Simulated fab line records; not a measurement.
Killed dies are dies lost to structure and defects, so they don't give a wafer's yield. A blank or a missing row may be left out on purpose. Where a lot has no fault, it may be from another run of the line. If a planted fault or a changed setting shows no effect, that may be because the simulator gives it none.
fab line records	flow nand_harc
record lots=24	wafers=72	last_day=25
route steps=1159 shown A_CONTACT@960 A_BLC@977 A_M0@1013
lots untouched by any fault: they come from a run of this same line in which no faults occurred
start_h: start of the lot's first displayed wafer, in hours after the record's first day	wait_h: hours since the lot's step before	" unchanged from the row above	L1.1+2: one row covering several wafers at once	- value missing, or start not given	* or withheld: withheld	< > ~ a bound
route shown NAME@n: a module of which the file shows steps, and the number in the route of the first	usual: mean/standard deviation of fault-free wafers	same: alike in all rows	chamber/n: place in a boat	sites: each site's reading	_std_site: standard deviation of those values	_edge_site: mean of outer sites minus mean of inner sites	radius_mm: for every site, how far away it sits from the centre of the wafer	mask NAME#n: copy n	behind: the tool/chamber that last shaped the wafer	hold: why the lot was held/for how many hours/how that ended	device: the transistor (n, p or np) that didn't switch	end of line: the tests these same wafers got at the end of their route	a step with no rows: only its recipe	killed: the dies lost at the first sort to structure and to defects; this is not the yield of the wafer	map: shows each die of a wafer: x if killed, . if not, _ if none is there
set.NAME: the setting as run; set.NAME@STEP: as run at that earlier step	model.NAME: the simulator's own value behind a step, which no gauge read
a sample of lots followed through the steps of the route, with each step as a table and each wafer as a row
services: the hour from which a tool's chamber was out of use, counted from the record's first day as start_h (under 0 if before that day), plus the number of hours and why
## steps
# step NHARC_A_CONTACT_CMP_20
# recipe t_overpolish_s=30	target_thk_nm=300
# usual motor_current_A=12.3/1.3	overpolish_run_s=30.000/0.0082	slurry_filter_dp_kPa=13.52/0.14	time_to_endpoint_s=59.8/3
lot.wafer	tool	chamber	start_h	wait_h	motor_current_A	overpolish_run_s	slurry_filter_dp_kPa	time_to_endpoint_s
L074.3	cmp-03	3	385.45	0.4	12.9	29.993	13.56	61.6
L074.6	"	2	"	"	12.8	30.019	13.46	63.5
L074.5	"	3	"	"	13.1	29.998	13.51	60.8
L075.3	cmp-01	1	395.91	0.5	10.3	30.003	13.45	61.5
L075.2	"	0	"	"	12.9	30.000	13.55	57.2
L075.5	"	1	"	"	10.3	29.993	13.55	61.4
L077.3	cmp-03	2	398.93	0.5	12.3	30.005	13.61	59.1
L077.2	"	0	"	"	11.2	30.013	13.55	59.9
L077.5	"	3	"	"	13.0	29.998	13.50	59.3
L076.2	cmp-03	3	399.67	0.6	12.4	29.997	13.48	57.5
L076.5	"	3	"	"	12.6	29.989	13.32	59.1
L076.6	"	0	"	"	11.4	30.010	13.32	57.8
L078.2	cmp-02	3	411.79	0.7	12.3	30.013	13.46	61.9
L078.3	"	0	"	"	12.0	29.997	13.56	61.2
L078.6	"	2	"	"	10.9	30.013	13.47	58.4
L079.4	cmp-03	0	422.67	0.4	11.6	29.994	13.65	64.0
L079.1	"	1	"	"	15.0	30.000	13.52	58.1
L079.6	"	0	"	"	10.9	29.995	13.60	63.8
L081.1	cmp-03	1	446.29	0.6	13.9	30.009	13.51	60.8
L081.4	"	3	"	"	12.8	29.993	13.74	61.8
L081.6	"	2	"	"	11.8	30.002	13.53	61.3
L083.1	cmp-02	2	447.37	1.4	11.4	30.008	13.58	56.3
L083.2	"	3	"	"	13.2	29.988	13.47	50.5
L083.5	"	3	"	"	12.9	29.996	13.82	58.5
L080.4	cmp-02	0	448.81	0.5	12.2	29.987	13.66	56.7
L080.2	"	3	"	"	13.2	30.011	13.43	58.4
L080.5	"	1	"	"	13.2	30.004	13.40	55.7
L082.4	cmp-03	0	455.70	0.5	10.5	30.003	13.59	62.6
L082.3	"	2	"	"	12.6	30.008	13.40	63.2
L082.2	"	3	"	"	13.4	30.029	13.40	63.6
L084.1	cmp-03	3	456.45	0.6	13.3	30.007	13.39	65.2
L084.4	"	0	"	"	11.8	30.001	13.26	67.5
L084.2	"	2	"	"	12.1	29.991	13.60	63.8
L088.2	cmp-03	0	461.24	1.1	11.1	29.995	13.51	61.9
L088.4	"	1	"	"	14.6	30.010	13.46	58.8
L088.1	"	3	"	"	12.7	30.006	13.70	61.0
L085.3	cmp-01	2	474.71	0.5	12.5	30.004	13.81	56.7
L085.1	"	1	"	"	10.2	29.996	13.45	57.9
L085.6	"	3	"	"	10.6	30.001	13.72	55.2
L087.3	cmp-01	3	475.34	0.5	11.4	29.999	13.77	53.2
L087.1	"	0	"	"	13.5	30.010	13.17	55.3
L087.5	"	1	"	"	10.2	29.987	13.59	55.7
L086.3	cmp-03	2	477.38	0.6	12.8	30.000	13.67	62.4
L086.5	"	0	"	"	11.5	29.996	13.45	60.1
L086.6	"	1	"	"	14.9	29.994	13.67	61.2
L090.1	cmp-03	3	481.70	0.8	12.9	29.984	13.51	59.8
L090.4	"	0	"	"	11.5	29.999	13.73	64.2
L090.6	"	3	"	"	12.9	29.997	13.35	60.0
L089.4	cmp-01	3	492.43	0.4	11.0	29.997	13.35	58.9
L089.2	"	0	"	"	14.2	30.002	13.43	57.9
L089.5	"	1	"	"	9.6	29.996	13.46	59.5
L093.4	cmp-02	0	500.89	0.4	12.1	30.006	13.68	57.8
L093.1	"	1	"	"	12.4	29.999	13.36	60.5
L093.5	"	3	"	"	13.0	29.995	13.33	57.2
L092.3	cmp-02	2	505.99	0.5	11.6	29.987	13.70	56.6
L092.4	"	3	"	"	13.7	30.006	13.57	58.8
L092.1	"	0	"	"	12.1	30.000	13.40	60.5
L091.3	cmp-03	2	506.90	0.5	11.7	30.001	13.65	61.6
L091.1	"	0	"	"	11.6	30.004	13.76	62.5
L091.2	"	1	"	"	14.2	30.005	13.48	59.6
L095.2	cmp-02	1	518.40	0.7	13.4	30.002	13.43	59.2
L095.5	"	3	"	"	13.1	30.001	13.57	58.2
L095.6	"	0	"	"	12.0	29.996	13.55	61.2
L097.2	cmp-01	1	523.35	0.8	9.5	29.999	13.38	62.1
L097.1	"	3	"	"	10.9	29.988	13.55	63.7
L097.5	"	1	"	"	9.9	29.994	13.39	61.6
L094.2	cmp-01	1	526.13	0.6	9.7	30.006	13.37	60.9
L094.4	"	3	"	"	10.4	29.996	13.70	60.0
L094.6	"	1	"	"	9.9	30.014	13.45	62.8
L096.1	cmp-02	3	537.01	0.7	12.7	30.000	13.62	59.7
L096.5	"	1	"	"	13.2	29.998	13.63	59.7
L096.6	"	2	"	"	11.6	29.992	13.75	60.4
# step NHARC_A_BLC_DESCUM_15
# recipe time_s=3	o2_flow_sccm=200	ar_flow_sccm=0	bias_power_w=0	chemistry=O2
# usual drypump_motor_current_A=5.9/0.44	oes_product_au=0.999/0.0073	rf_vpp_V=57.7/0.86	showerhead_plenum_p_Torr=1.90/0.088	throttle_valve_pct=11.311/0.0098
lot.wafer	tool	chamber	start_h	wait_h	drypump_motor_current_A	oes_product_au	rf_hours_counter_h	rf_vpp_V	showerhead_plenum_p_Torr	throttle_valve_pct
L074.3	rie_diel-09	3	386.53	0.1	6.3	1.010	15	59.1	2.01	11.308
L074.5	"	1	"	"	6.5	1.003	-	57.8	2.00	11.316
L074.6	"	2	"	"	5.8	1.000	-	57.8	1.86	11.304
L075.3	rie_diel-09	3	397.01	0.1	6.3	1.003	15	57.8	2.01	11.308
L075.2	"	0	"	"	5.3	0.990	15	58.5	1.80	11.299
L075.5	"	3	"	"	6.3	0.996	-	58.2	2.01	11.314
L077.3	rie_diel-09	0	400.04	0.1	5.3	1.002	16	57.5	1.80	11.308
L077.2	"	2	"	"	5.8	0.992	16	56.9	1.86	11.315
L077.5	"	0	"	"	5.3	0.991	-	56.6	1.80	11.302
L076.2	rie_diel-09	0	400.65	0.1	5.3	1.002	16	57.1	1.80	11.315
L076.6	"	3	"	"	6.3	1.009	-	57.5	2.01	11.325
L076.5	"	0	"	"	5.3	1.011	-	56.5	1.80	11.325
L078.2	rie_diel-09	0	412.76	0.1	5.3	1.008	18	57.0	1.80	11.303
L078.3	"	1	"	"	6.5	0.999	17	56.4	2.00	11.307
L078.6	"	1	"	"	6.5	1.003	-	58.3	2.00	11.312
L079.1	rie_diel-09	0	423.79	0.1	5.3	0.999	19	58.1	1.80	11.297
L079.4	"	2	"	"	5.8	1.000	18	58.2	1.86	11.329
L079.6	"	0	"	"	5.3	0.999	-	56.8	1.80	11.319
L081.4	rie_diel-09	2	447.30	0.1	5.8	1.007	0	57.3	1.86	11.315
L081.1	"	0	"	"	5.3	1.003	0	56.5	1.80	11.319
L081.6	"	2	"	"	5.7	1.000	-	56.1	1.86	11.322
L083.2	rie_diel-09	0	448.51	0.1	5.3	1.014	1	57.8	1.80	11.305
L083.1	"	1	"	"	6.5	1.011	1	57.7	2.00	11.315
L083.5	"	1	"	"	6.5	1.005	-	58.4	2.00	11.316
L080.4	rie_diel-09	0	449.96	0.1	5.3	1.005	1	57.7	1.80	11.305
L080.2	"	1	"	"	6.5	1.012	1	58.8	2.00	11.294
L080.5	"	3	"	"	6.4	1.000	-	58.4	2.01	11.327
L082.4	rie_diel-06	0	456.67	0.1	5.6	0.995	3	56.6	1.80	11.306
L082.2	"	2	"	"	5.2	0.985	2	58.0	1.98	11.317
L082.3	"	3	"	"	6.0	0.988	3	56.2	1.83	11.298
L084.4	rie_diel-09	3	457.55	0.1	6.3	1.010	1	58.0	2.01	11.294
L084.1	"	0	"	"	5.3	1.005	2	56.8	1.80	11.299
L084.2	"	2	"	"	5.8	0.999	1	57.3	1.86	11.316
L088.1	rie_diel-09	3	462.21	0.1	6.3	0.993	2	58.9	2.01	11.298
L088.4	"	1	"	"	6.5	1.002	2	59.2	2.00	11.292
L088.2	"	2	"	"	5.7	0.985	2	58.3	1.86	11.294
L085.3	rie_diel-09	0	475.83	0.1	5.3	1.012	4	56.9	1.80	11.316
L085.1	"	1	"	"	6.5	1.010	4	58.9	2.00	11.306
L085.6	"	2	"	"	5.7	0.992	-	58.3	1.86	11.320
L087.1	rie_diel-06	0	476.41	0.1	5.6	0.992	4	56.2	1.80	11.299
L087.3	"	1	"	"	5.9	1.001	4	57.6	1.91	11.307
L087.5	"	3	"	"	6.0	1.003	-	56.4	1.83	11.319
L086.3	rie_diel-06	3	478.30	0.1	6.1	0.989	5	58.1	1.83	11.316
L086.5	"	3	"	"	6.0	0.981	-	57.3	1.83	11.311
L086.6	"	0	"	"	5.6	0.990	-	57.9	1.80	11.315
L090.1	rie_diel-06	3	482.67	0.1	6.0	0.986	5	56.4	1.83	11.302
L090.4	"	0	"	"	5.6	0.984	5	58.4	1.80	11.301
L090.6	"	2	"	"	5.2	0.991	-	58.4	1.98	11.314
L089.2	rie_diel-06	3	493.50	0.1	6.0	0.993	6	57.4	1.83	11.318
L089.4	"	1	"	"	6.0	0.998	5	57.5	1.91	11.313
L089.5	"	2	"	"	5.2	0.999	-	56.9	1.98	11.314
L093.4	rie_diel-09	3	501.95	0.1	6.3	0.999	7	58.0	2.01	11.303
L093.1	"	1	"	"	6.5	0.990	7	57.8	2.00	11.326
L093.5	"	3	"	"	6.3	1.008	-	58.5	2.01	11.313
L092.3	rie_diel-09	0	507.06	0.1	5.3	0.992	9	57.9	1.80	11.324
L092.4	"	1	"	"	6.4	1.005	8	57.6	2.00	11.288
L092.1	"	2	"	"	5.8	1.007	7	58.2	1.86	11.313
L091.1	rie_diel-06	3	508.00	0.1	6.0	0.989	8	56.7	1.82	11.312
L091.2	"	1	"	"	6.0	1.004	6	57.5	1.91	11.310
L091.3	"	2	"	"	5.2	0.990	6	57.6	1.98	11.326
L095.2	rie_diel-09	0	519.47	0.1	5.3	1.006	11	57.6	1.80	11.302
L095.6	"	1	"	"	6.5	0.999	-	58.8	2.00	11.299
L095.5	"	2	"	"	5.7	0.996	-	58.0	1.86	11.308
L097.1	rie_diel-09	2	524.44	0.1	5.7	0.992	9	57.8	1.86	11.302
L097.2	"	3	"	"	6.3	1.001	11	58.3	2.01	11.308
L097.5	"	3	"	"	6.3	0.999	-	57.5	2.01	11.307
L094.2	rie_diel-05	3	527.23	0.1	5.0	1.002	0	56.2	1.85	11.319
L094.4	"	0	"	"	6.0	0.984	0	57.4	2.05	11.321
L094.6	"	2	"	"	5.3	0.992	-	56.5	1.90	11.324
L096.1	rie_diel-06	1	538.07	0.1	6.0	1.003	9	59.5	1.91	11.323
L096.5	"	0	"	"	5.6	0.997	-	56.9	1.79	11.298
L096.6	"	1	"	"	6.0	1.002	-	57.2	1.91	11.311
# step NHARC_A_BLC_ETCH_18
# recipe target_depth_a=9100	c4f8_flow_sccm=20	o2_flow_sccm=10	ar_flow_sccm=withheld	rf_w=600	bias_w=1500	chemistry=C4F8/O2/Ar
# usual oes_product_au=0.956/0.02	rf_vpp_V=978/6.2
lot.wafer	tool	chamber	start_h	wait_h	oes_product_au	rf_hours_counter_h	rf_vpp_V
L074.3	rie_diel-09	1	-	-	0.935	14	984
L074.5	"	2	"	"	0.934	-	975
L074.6	"	3	"	"	0.931	-	984
L075.3	rie_diel-09	0	-	-	0.979	15	970
L075.2	"	1	"	"	0.976	15	984
L075.5	"	2	"	"	0.965	-	975
L077.2	rie_diel-09	2	-	-	0.929	16	975
L077.3	"	3	"	"	0.932	16	984
L077.5	"	3	"	"	0.928	-	986
L076.2	rie_diel-09	2	-	-	0.978	16	975
L076.5	"	1	"	"	0.983	-	984
L076.6	"	2	"	"	0.980	-	976
L078.2	rie_diel-09	2	-	-	0.921	18	975
L078.3	"	0	"	"	0.916	18	971
L078.6	"	1	"	"	0.926	-	985
L079.4	rie_diel-09	1	-	-	0.929	18	985
L079.1	"	2	"	"	0.923	18	975
L079.6	"	0	"	"	0.928	-	969
L081.4	rie_diel-09	1	-	-	0.967	1	983
L081.1	"	2	"	"	0.962	1	976
L081.6	"	1	"	"	0.966	-	984
L083.1	rie_diel-09	3	-	-	0.969	1	985
L083.2	"	1	"	"	0.962	1	984
L083.5	"	2	"	"	0.976	-	975
L080.2	rie_diel-09	1	-	-	0.984	2	984
L080.4	"	2	"	"	0.963	1	975
L080.5	"	3	"	"	0.969	-	986
L082.2	rie_diel-06	0	-	-	0.938	3	970
L082.4	"	1	"	"	0.935	3	978
L082.3	"	3	"	"	0.960	3	972
L084.2	rie_diel-09	2	-	-	0.971	2	976
L084.1	"	3	"	"	0.960	2	985
L084.4	"	1	"	"	0.971	2	984
L088.2	rie_diel-09	3	-	-	0.966	2	985
L088.1	"	0	"	"	0.971	3	971
L088.4	"	1	"	"	0.985	2	984
L085.1	rie_diel-09	2	-	-	0.938	3	976
L085.3	"	1	"	"	0.972	4	984
L085.6	"	2	"	"	0.940	-	975
L087.1	rie_diel-06	0	-	-	0.930	4	971
L087.3	"	2	"	"	0.927	4	983
L087.5	"	3	"	"	0.927	-	972
L086.3	rie_diel-06	2	-	-	0.959	4	985
L086.6	"	3	"	"	0.954	-	973
L086.5	"	0	"	"	0.953	-	969
L090.4	rie_diel-06	1	-	-	0.963	5	978
L090.1	"	3	"	"	0.951	6	971
L090.6	"	0	"	"	0.963	-	970
L089.4	rie_diel-06	2	-	-	0.953	5	982
L089.2	"	0	"	"	0.969	6	971
L089.5	"	2	"	"	0.944	-	982
L093.4	rie_diel-09	1	-	-	0.973	8	983
L093.1	"	2	"	"	0.970	6	975
L093.5	"	0	"	"	0.969	-	970
L092.3	rie_diel-09	3	-	-	0.982	9	985
L092.1	"	1	"	"	0.973	9	984
L092.4	"	2	"	"	0.968	7	975
L091.3	rie_diel-06	1	-	-	0.981	7	978
L091.2	"	2	"	"	0.971	7	984
L091.1	"	3	"	"	0.967	8	971
L095.2	rie_diel-09	2	-	-	0.966	8	974
L095.5	"	0	"	"	0.981	-	970
L095.6	"	1	"	"	0.952	-	985
L097.1	rie_diel-09	2	-	-	0.919	9	976
L097.2	"	1	"	"	0.931	10	985
L097.5	"	2	"	"	0.924	-	973
L094.4	rie_diel-05	0	-	-	0.967	0	988
L094.2	"	1	"	"	0.977	0	976
L094.6	"	0	"	"	0.975	-	988
L096.1	rie_diel-06	3	-	-	0.972	10	973
L096.5	"	0	"	"	0.953	-	970
L096.6	"	1	"	"	0.958	-	978
# step NHARC_A_BLC_DEGAS_30
# recipe temp_c=300	time_s=60
# usual heater_power_w=447/36
lot.wafer	tool	chamber	start_h	wait_h	heater_power_w
L074.3	pvd_sputter-03	-	388.13	-	473
L074.6	"	-	"	"	450
L074.5	"	-	"	"	476
L075.3	pvd_sputter-03	-	398.59	-	480
L075.2	"	-	"	"	474
L075.5	"	-	"	"	469
L077.3	pvd_sputter-03	-	401.80	-	466
L077.2	"	-	"	"	488
L077.5	"	-	"	"	470
L076.2	pvd_sputter-02	-	402.37	-	426
L076.6	"	-	"	"	418
L076.5	"	-	"	"	424
L078.3	pvd_sputter-03	-	414.32	-	447
L078.2	"	-	"	"	481
L078.6	"	-	"	"	476
L079.4	pvd_sputter-02	-	425.36	-	393
L079.1	"	-	"	"	471
L079.6	"	-	"	"	427
L081.1	pvd_sputter-03	-	448.86	-	452
L081.4	"	-	"	"	473
L081.6	"	-	"	"	472
L083.1	pvd_sputter-01	-	450.08	-	455
L083.2	"	-	"	"	455
L083.5	"	-	"	"	444
L080.4	pvd_sputter-01	-	451.51	-	384
L080.2	"	-	"	"	429
L080.5	"	-	"	"	390
L082.2	pvd_sputter-01	-	458.30	-	433
L082.3	"	-	"	"	455
L082.4	"	-	"	"	379
L084.4	pvd_sputter-02	-	459.15	-	383
L084.2	"	-	"	"	412
L084.1	"	-	"	"	439
L088.1	pvd_sputter-01	-	463.79	-	383
L088.2	"	-	"	"	425
L088.4	"	-	"	"	461
L085.1	pvd_sputter-01	-	477.44	-	453
L085.3	"	-	"	"	377
L085.6	"	-	"	"	457
L087.3	pvd_sputter-03	-	478.03	-	488
L087.1	"	-	"	"	494
L087.5	"	-	"	"	512
L086.3	pvd_sputter-03	-	479.98	-	483
L086.6	"	-	"	"	473
L086.5	"	-	"	"	516
L090.1	pvd_sputter-01	-	484.25	-	438
L090.4	"	-	"	"	450
L090.6	"	-	"	"	465
L089.4	pvd_sputter-02	-	495.10	-	412
L089.2	"	-	"	"	426
L089.5	"	-	"	"	423
L093.1	pvd_sputter-01	-	503.52	-	453
L093.4	"	-	"	"	382
L093.5	"	-	"	"	452
L092.1	pvd_sputter-01	-	508.63	-	462
L092.4	"	-	"	"	380
L092.3	"	-	"	"	438
L091.3	pvd_sputter-01	-	509.58	-	380
L091.1	"	-	"	"	428
L091.2	"	-	"	"	447
L095.2	pvd_sputter-02	-	521.04	-	420
L095.6	"	-	"	"	392
L095.5	"	-	"	"	468
L097.2	pvd_sputter-03	-	526.01	-	498
L097.1	"	-	"	"	419
L097.5	"	-	"	"	499
L094.4	pvd_sputter-03	-	528.80	-	483
L094.2	"	-	"	"	506
L094.6	"	-	"	"	494
L096.1	pvd_sputter-01	-	539.62	-	434
L096.5	"	-	"	"	420
L096.6	"	-	"	"	495
# step NHARC_A_M0_DEGAS_28
# recipe temp_c=250	time_s=60
# usual heater_power_w=317/26
lot.wafer	tool	chamber	start_h	wait_h	heater_power_w
L074.3	pvd_sputter-03	-	400.55	-	344
L074.6	"	-	"	"	353
L074.5	"	-	"	"	328
L075.2	pvd_sputter-03	-	402.99	-	334
L075.3	"	-	"	"	344
L075.5	"	-	"	"	344
L077.2	pvd_sputter-01	-	405.44	-	332
L077.3	"	-	"	"	272
L077.5	"	-	"	"	333
L076.2	pvd_sputter-01	-	405.89	-	314
L076.5	"	-	"	"	324
L076.6	"	-	"	"	274
L078.2	pvd_sputter-03	-	426.53	-	343
L078.3	"	-	"	"	339
L078.6	"	-	"	"	343
L079.4	pvd_sputter-01	-	438.77	-	275
L079.1	"	-	"	"	333
L079.6	"	-	"	"	305
L081.4	pvd_sputter-01	-	456.43	-	303
L081.1	"	-	"	"	328
L081.6	"	-	"	"	337
L083.2	pvd_sputter-01	-	456.83	-	320
L083.1	"	-	"	"	311
L083.5	"	-	"	"	325
L080.4	pvd_sputter-03	-	457.25	-	322
L080.2	"	-	"	"	338
L080.5	"	-	"	"	343
L082.2	pvd_sputter-01	-	462.02	-	273
L082.4	"	-	"	"	333
L082.3	"	-	"	"	324
L084.2	pvd_sputter-02	-	463.63	-	295
L084.4	"	-	"	"	304
L084.1	"	-	"	"	341
L088.1	pvd_sputter-03	-	476.95	-	299
L088.2	"	-	"	"	346
L088.4	"	-	"	"	363
L085.3	pvd_sputter-02	-	480.73	-	284
L085.1	"	-	"	"	335
L085.6	"	-	"	"	306
L087.1	pvd_sputter-03	-	481.44	-	351
L087.3	"	-	"	"	358
L087.5	"	-	"	"	343
L086.3	pvd_sputter-02	-	484.50	-	303
L086.5	"	-	"	"	291
L086.6	"	-	"	"	312
L090.1	pvd_sputter-03	-	487.54	-	345
L090.4	"	-	"	"	354
L090.6	"	-	"	"	300
L089.4	pvd_sputter-03	-	503.67	-	299
L089.2	"	-	"	"	344
L089.5	"	-	"	"	359
L093.4	pvd_sputter-01	-	512.04	-	336
L093.1	"	-	"	"	330
L093.5	"	-	"	"	334
L092.3	pvd_sputter-02	-	516.80	-	339
L092.1	"	-	"	"	302
L092.4	"	-	"	"	317
L091.1	pvd_sputter-02	-	517.00	-	290
L091.3	"	-	"	"	311
L091.2	"	-	"	"	333
L095.2	pvd_sputter-01	-	526.58	-	264
L095.6	"	-	"	"	342
L095.5	"	-	"	"	325
L097.2	pvd_sputter-02	-	529.41	-	274
L097.1	"	-	"	"	308
L097.5	"	-	"	"	279
L094.4	pvd_sputter-02	-	539.62	-	337
L094.2	"	-	"	"	301
L094.6	"	-	"	"	314
L096.1	pvd_sputter-02	-	547.06	-	270
L096.6	"	-	"	"	311
L096.5	"	-	"	"	275
# step NHARC_A_M0_PVD_20
# recipe target_thk_a=50	bias_v=168.6	power_w=15000	chamber_pressure_pa=0.12	time_s=8.06	substrate_temp_c=50	material=TaN
# usual substrate_temp_c=49.99/0.12	throttle_valve_pct=30.1/0.98
lot.wafer	tool	chamber	start_h	wait_h	substrate_temp_c	throttle_valve_pct
L074.3	pvd_sputter-03	-	-	-	50.08	30.4
L074.5	"	-	"	"	50.01	31.6
L074.6	"	-	"	"	49.99	32.2
L075.3	pvd_sputter-03	-	-	-	49.92	31.9
L075.2	"	-	"	"	49.94	32.0
L075.5	"	-	"	"	49.92	31.7
L077.2	pvd_sputter-01	-	-	-	50.04	29.4
L077.3	"	-	"	"	49.71	29.5
L077.5	"	-	"	"	50.13	29.1
L076.2	pvd_sputter-01	-	-	-	49.89	29.4
L076.6	"	-	"	"	49.88	30.7
L076.5	"	-	"	"	49.86	29.5
L078.3	pvd_sputter-03	-	-	-	50.02	29.9
L078.2	"	-	"	"	50.04	30.6
L078.6	"	-	"	"	50.02	32.0
L079.4	pvd_sputter-01	-	-	-	49.97	29.3
L079.1	"	-	"	"	49.90	29.3
L079.6	"	-	"	"	49.81	29.5
L081.1	pvd_sputter-01	-	-	-	49.86	30.4
L081.4	"	-	"	"	49.97	29.3
L081.6	"	-	"	"	50.00	30.9
L083.2	pvd_sputter-01	-	-	-	50.13	29.7
L083.1	"	-	"	"	50.09	30.6
L083.5	"	-	"	"	50.17	29.3
L080.2	pvd_sputter-03	-	-	-	49.99	30.5
L080.4	"	-	"	"	50.25	30.0
L080.5	"	-	"	"	49.98	31.9
L082.3	pvd_sputter-01	-	-	-	49.90	29.2
L082.4	"	-	"	"	50.17	29.5
L082.2	"	-	"	"	50.18	30.5
L084.4	pvd_sputter-02	-	-	-	49.98	30.2
L084.2	"	-	"	"	50.04	29.3
L084.1	"	-	"	"	50.02	30.0
L088.1	pvd_sputter-03	-	-	-	49.96	31.1
L088.2	"	-	"	"	50.14	30.1
L088.4	"	-	"	"	49.75	29.7
L085.3	pvd_sputter-02	-	-	-	49.95	30.1
L085.1	"	-	"	"	50.11	29.6
L085.6	"	-	"	"	49.99	29.5
L087.3	pvd_sputter-03	-	-	-	49.91	31.0
L087.1	"	-	"	"	50.06	32.0
L087.5	"	-	"	"	49.88	31.2
L086.3	pvd_sputter-02	-	-	-	49.98	29.9
L086.6	"	-	"	"	49.95	28.5
L086.5	"	-	"	"	50.03	29.7
L090.1	pvd_sputter-03	-	-	-	50.05	32.3
L090.4	"	-	"	"	50.23	30.4
L090.6	"	-	"	"	49.95	31.4
L089.4	pvd_sputter-03	-	-	-	49.86	32.0
L089.2	"	-	"	"	50.09	30.3
L089.5	"	-	"	"	50.06	30.1
L093.1	pvd_sputter-01	-	-	-	49.95	29.3
L093.4	"	-	"	"	49.92	29.2
L093.5	"	-	"	"	49.81	30.9
L092.1	pvd_sputter-02	-	-	-	50.06	30.0
L092.4	"	-	"	"	50.13	29.9
L092.3	"	-	"	"	49.90	28.7
L091.3	pvd_sputter-02	-	-	-	50.13	30.0
L091.1	"	-	"	"	49.95	30.0
L091.2	"	-	"	"	50.19	29.8
L095.2	pvd_sputter-01	-	-	-	50.06	29.8
L095.5	"	-	"	"	49.96	29.3
L095.6	"	-	"	"	49.93	30.0
L097.1	pvd_sputter-02	-	-	-	49.73	29.3
L097.2	"	-	"	"	50.05	28.5
L097.5	"	-	"	"	50.03	29.4
L094.4	pvd_sputter-02	-	-	-	50.13	30.3
L094.2	"	-	"	"	50.21	30.0
L094.6	"	-	"	"	50.23	29.8
L096.1	pvd_sputter-02	-	-	-	50.00	30.3
L096.5	"	-	"	"	50.07	30.3
L096.6	"	-	"	"	50.01	29.6
## services
tool	chamber	start_h	hours	kind
cmp-03	-	365.61	2.2	repair
pvd_sputter-01	-	378.20	1.3	repair
cmp-02	-	388.52	1.0	repair
pvd_sputter-02	-	392.00	10.0	pm
rie_diel-06	3	399.70	2.4	repair
cmp-03	-	408.06	3.0	repair
rie_diel-06	-	418.21	9.0	pm
cmp-02	-	422.50	4.0	pm
pvd_sputter-03	-	424.30	1.7	repair
pvd_sputter-01	-	426.35	1.9	repair
rie_diel-09	-	431.10	9.0	pm
pvd_sputter-02	-	434.43	1.3	repair
cmp-03	-	450.09	4.0	pm
pvd_sputter-02	-	456.78	1.3	repair
pvd_sputter-03	-	458.00	10.0	pm
cmp-02	-	473.90	2.3	repair
cmp-02	-	481.60	12.2	repair
rie_diel-09	2	490.38	5.8	repair
cmp-02	-	494.38	0.8	repair
pvd_sputter-02	-	495.71	1.8	repair
cmp-03	-	497.25	1.6	repair
pvd_sputter-01	-	514.01	10.0	pm
pvd_sputter-03	-	540.27	10.6	repair
rie_diel-09	1	541.86	9.4	repair
## key
fault none
